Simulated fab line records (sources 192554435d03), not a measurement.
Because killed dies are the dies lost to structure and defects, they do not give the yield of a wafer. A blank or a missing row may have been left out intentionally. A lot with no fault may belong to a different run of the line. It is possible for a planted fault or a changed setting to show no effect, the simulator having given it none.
Chamber matching || flow n5_finfet || N5_BEOL_M7_DESCUM_16 on rie_diel-06: 4 sister chambers
The step chemistry O2, time 7.9 s. 20 wafers are shown with their chamber, then 10 later ones without.

EACH WAFER AND ITS CHAMBER
{"wafer": "L074.1", "chamber": 1, "drypump_motor_current_A (A)": 5.9, "throttle_valve_pct (%)": 21.0, "showerhead_plenum_p_Torr (Torr)": 2.07}
{"wafer": "L074.2", "chamber": 0, "drypump_motor_current_A (A)": 5.7, "throttle_valve_pct (%)": 20.5, "showerhead_plenum_p_Torr (Torr)": 2.16}
{"wafer": "L074.5", "chamber": 0, "drypump_motor_current_A (A)": 5.7, "throttle_valve_pct (%)": 20.5, "showerhead_plenum_p_Torr (Torr)": 2.16}
{"wafer": "L075.1", "chamber": 1, "drypump_motor_current_A (A)": 5.9, "throttle_valve_pct (%)": 21.0, "showerhead_plenum_p_Torr (Torr)": 2.07}
{"wafer": "L075.2", "chamber": 0, "drypump_motor_current_A (A)": 5.8, "throttle_valve_pct (%)": 20.5, "showerhead_plenum_p_Torr (Torr)": 2.16}
{"wafer": "L075.3", "chamber": 3, "drypump_motor_current_A (A)": 5.8, "throttle_valve_pct (%)": 20.0, "showerhead_plenum_p_Torr (Torr)": 2.14}
{"wafer": "L079.2", "chamber": 1, "drypump_motor_current_A (A)": 5.9, "throttle_valve_pct (%)": 21.0, "showerhead_plenum_p_Torr (Torr)": 2.07}
{"wafer": "L079.4", "chamber": 0, "drypump_motor_current_A (A)": 5.7, "throttle_valve_pct (%)": 20.5, "showerhead_plenum_p_Torr (Torr)": 2.16}
{"wafer": "L079.6", "chamber": 2, "drypump_motor_current_A (A)": 5.2, "throttle_valve_pct (%)": 20.7, "showerhead_plenum_p_Torr (Torr)": 2.11}
{"wafer": "L085.1", "chamber": 3, "drypump_motor_current_A (A)": 5.8, "throttle_valve_pct (%)": 20.0, "showerhead_plenum_p_Torr (Torr)": 2.13}
{"wafer": "L085.2", "chamber": 2, "drypump_motor_current_A (A)": 5.2, "throttle_valve_pct (%)": 20.7, "showerhead_plenum_p_Torr (Torr)": 2.11}
{"wafer": "L085.3", "chamber": 1, "drypump_motor_current_A (A)": 5.9, "throttle_valve_pct (%)": 21.0, "showerhead_plenum_p_Torr (Torr)": 2.07}
{"wafer": "L090.1", "chamber": 1, "drypump_motor_current_A (A)": 5.9, "throttle_valve_pct (%)": 21.0, "showerhead_plenum_p_Torr (Torr)": 2.06}
{"wafer": "L090.2", "chamber": 0, "drypump_motor_current_A (A)": 5.7, "throttle_valve_pct (%)": 20.2, "showerhead_plenum_p_Torr (Torr)": 2.15}
{"wafer": "L090.6", "chamber": 1, "drypump_motor_current_A (A)": 5.9, "throttle_valve_pct (%)": 21.0, "showerhead_plenum_p_Torr (Torr)": 2.06}
{"wafer": "L091.1", "chamber": 2, "drypump_motor_current_A (A)": 5.2, "throttle_valve_pct (%)": 20.7, "showerhead_plenum_p_Torr (Torr)": 2.10}
{"wafer": "L091.4", "chamber": 2, "drypump_motor_current_A (A)": 5.2, "throttle_valve_pct (%)": 20.7, "showerhead_plenum_p_Torr (Torr)": 2.10}
{"wafer": "L091.6", "chamber": 0, "drypump_motor_current_A (A)": 5.7, "throttle_valve_pct (%)": 20.2, "showerhead_plenum_p_Torr (Torr)": 2.15}
{"wafer": "L089.2", "chamber": 2, "drypump_motor_current_A (A)": 5.2, "throttle_valve_pct (%)": 20.7, "showerhead_plenum_p_Torr (Torr)": 2.10}
{"wafer": "L089.3", "chamber": 0, "drypump_motor_current_A (A)": 5.7, "throttle_valve_pct (%)": 20.2, "showerhead_plenum_p_Torr (Torr)": 2.15}

SIGNATURES (averages over the wafers above)
{"reading": "drypump_motor_current_A", "chamber 0": 5.714, "chamber 1": 5.900, "chamber 2": 5.200, "chamber 3": 5.800, "scatter within a chamber": 0.0231}
{"reading": "throttle_valve_pct", "chamber 0": 20.371, "chamber 1": 21.000, "chamber 2": 20.700, "chamber 3": 20.000, "scatter within a chamber": 0.0982}
{"reading": "showerhead_plenum_p_Torr", "chamber 0": 2.1557, "chamber 1": 2.0667, "chamber 2": 2.1040, "chamber 3": 2.1350, "scatter within a chamber": 0.00545}
Rule: for each reading, subtract the chamber's mean from the wafer's reading, divide by that reading's scatter and square the result; add these up over the readings and take the root, which gives the wafer's distance from the chamber. The wafer belongs to the nearest chamber; if the next one is less than 2 further off, it can't be placed. The scatter: take each reading less its chamber's mean, square it, sum over the shown wafers, divide by the number of wafers less the number of chambers, and take the root.

WAFERS WITH NO CHAMBER GIVEN
{"wafer": "L089.6", "drypump_motor_current_A (A)": 5.8, "throttle_valve_pct (%)": 20.0, "showerhead_plenum_p_Torr (Torr)": 2.13}
{"wafer": "L094.1", "drypump_motor_current_A (A)": 5.2, "throttle_valve_pct (%)": 20.7, "showerhead_plenum_p_Torr (Torr)": 2.10}
{"wafer": "L094.5", "drypump_motor_current_A (A)": 5.2, "throttle_valve_pct (%)": 20.7, "showerhead_plenum_p_Torr (Torr)": 2.10}
{"wafer": "L094.6", "drypump_motor_current_A (A)": 5.8, "throttle_valve_pct (%)": 20.0, "showerhead_plenum_p_Torr (Torr)": 2.12}
{"wafer": "L096.1", "drypump_motor_current_A (A)": 5.9, "throttle_valve_pct (%)": 20.7, "showerhead_plenum_p_Torr (Torr)": 2.06}
{"wafer": "L096.2", "drypump_motor_current_A (A)": 5.2, "throttle_valve_pct (%)": 20.7, "showerhead_plenum_p_Torr (Torr)": 2.10}
{"wafer": "L096.3", "drypump_motor_current_A (A)": 5.8, "throttle_valve_pct (%)": 20.0, "showerhead_plenum_p_Torr (Torr)": 2.12}
{"wafer": "L097.1", "drypump_motor_current_A (A)": 5.8, "throttle_valve_pct (%)": 20.2, "showerhead_plenum_p_Torr (Torr)": 2.14}
{"wafer": "L097.2", "drypump_motor_current_A (A)": 5.2, "throttle_valve_pct (%)": 20.7, "showerhead_plenum_p_Torr (Torr)": 2.10}
{"wafer": "L097.4", "drypump_motor_current_A (A)": 5.9, "throttle_valve_pct (%)": 20.7, "showerhead_plenum_p_Torr (Torr)": 2.06}

CHAMBER TAKEN BY EACH
{"wafer": "L089.6", "from the rows above": 3, "in truth": 3}
{"wafer": "L094.1", "from the rows above": 2, "in truth": 2}
{"wafer": "L094.5", "from the rows above": 2, "in truth": 2}
{"wafer": "L094.6", "from the rows above": 3, "in truth": 3}
{"wafer": "L096.1", "from the rows above": 1, "in truth": 1}
{"wafer": "L096.2", "from the rows above": 2, "in truth": 2}
{"wafer": "L096.3", "from the rows above": 3, "in truth": 3}
{"wafer": "L097.1", "from the rows above": 3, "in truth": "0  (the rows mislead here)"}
{"wafer": "L097.2", "from the rows above": 2, "in truth": 2}
{"wafer": "L097.4", "from the rows above": 1, "in truth": 1}
Correctly placed: 9 of 10. Left unplaced by these rows: 0. Number placed wrongly: 1.
